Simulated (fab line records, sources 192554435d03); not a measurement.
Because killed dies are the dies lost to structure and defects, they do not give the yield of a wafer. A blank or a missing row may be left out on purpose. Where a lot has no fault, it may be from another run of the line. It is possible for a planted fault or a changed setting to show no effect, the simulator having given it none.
Struck lot and sound lot, side by side :: flow n5_finfet :: 20 steps out of a route of 1938
Sound: these wafers, L250.1, L250.5, L250.6. The struck wafers were L247.2, L247.3, L247.6. The cause comes at the end.
Each step with rows lists, per side, the tool, then ch with its chambers, then its first start. Under that, the readings that differ: sound wafers :: struck wafers :: difference of the means :: sigmas: that difference in standard deviations of wafers without a fault.
alike: same words and numbers on both sides, and readings whose means sit less than 2 such deviations apart. not compared: any withheld reading, any reading some wafer has no value for, any bound like >300 that may hide the same value, and any number with overlapping values for which the record gives no deviation.
The two part at a step that has a row with sigmas, a row that says differs or no value, or rows on one side only. Non-overlapping numbers with no deviation appear without sigmas and do not part them. A reading missing from all wafers of one side parts the sides only when that side holds two or more wafers.

first, 10 steps without rows for these wafers: N5_BEOL_M8_DESCUM_16 (chemistry O2, time 7.9 s); N5_BEOL_M8_ETCH_61 (etches SiARC in CF4, target depth 45.5 nm, time 75.8 s); N5_BEOL_M8_ETCH_62 (etches SOC in N2/H2, target depth 110 nm, overetch 22 nm, time 165 s); N5_BEOL_M8_STRIP_68 (strips in N2/H2); N5_BEOL_M8_STRIP_67 (strips in CF4); N5_BEOL_M8_HM_OPEN_17 (chemistry Cl2/BCl3, target TiN, target depth 20 nm, overetch 6 nm); N5_BEOL_M8_STRIP_19 (strips in O2); N5_BEOL_M8_COAT_63 (time 60 s, resist thk 60 nm); N5_BEOL_M8_COAT_64 (time 60 s, resist thk 12 nm); N5_BEOL_M8_COAT_71 (time 60 s, resist thk 5 nm).
N5_BEOL_M8_COAT_22: resist thk 30 nm.
  sound on litho_track-04 ch 0, day 15 03:17; struck on litho_track-03 ch 0, day 14 00:55
reading: spin_speed_rpm (rpm)
sound: 1500.1 1500.8 1501.9
struck: 1381.5 1382.3 1382.6
difference: -118.8
sigmas: -99 or more

reading: model.CAR-EUV_of_BEOL_M8_COAT_22.thk_nm (nm)
sound: 30 30 30
struck: 31.2 31.2 31.4
difference: +1.3
sigmas: 
then, 7 steps without rows for these wafers: N5_BEOL_M8_EBR_24; N5_BEOL_M8_SOFTBAKE_23 (time 60 s); N5_BEOL_M8_EXPOSE_25 (exposes mask V7, target cd 40 nm); N5_BEOL_M8_PEB_26 (peb time 60 s); N5_BEOL_M8_DEVELOP_27 (develop time 30 s); N5_BEOL_M8_DESCUM_33 (chemistry O2, time 7 s); N5_BEOL_M8_ETCH_72 (etches underlayer in N2/H2, target depth 6.5 nm, time 5.2 s).
N5_BEOL_M8_ETCH_65: etches SiARC in CF4, target depth 15.6 nm, time 26 s.
  sound on rie_diel-02 ch 0,2,3, day 15 04:04; struck on rie_diel-06 ch 1,2, day 14 01:50
reading: model.CAR-EUV_of_BEOL_M8_COAT_22.thk_nm (nm)
sound: 11.2 11.4 11
struck: 12.4 12.4 12.6
difference: +1.3
sigmas: 
  alike: drypump_motor_current_A, etch_rf_on_time_s, mfc_ar_sccm, oes_product_au, rf_fwd_power_W, rf_vpp_V, showerhead_plenum_p_Torr, throttle_valve_pct
  not compared: rf_hours_counter_h
then, 1 step without rows for these wafers: N5_BEOL_M8_ETCH_66 (etches SOC in N2/H2, target depth 80 nm, overetch 16 nm, time 120 s).

## WHERE THEY PART
Within this record, at N5_BEOL_M8_COAT_22 only. Later steps at which nothing parts them and some readings are alike: N5_BEOL_M8_ETCH_65.

WHY: the cause the simulator had injected
Process parameter drift: litho_track-03, from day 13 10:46 on, at N5_BEOL_M8_COAT_22. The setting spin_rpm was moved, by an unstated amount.
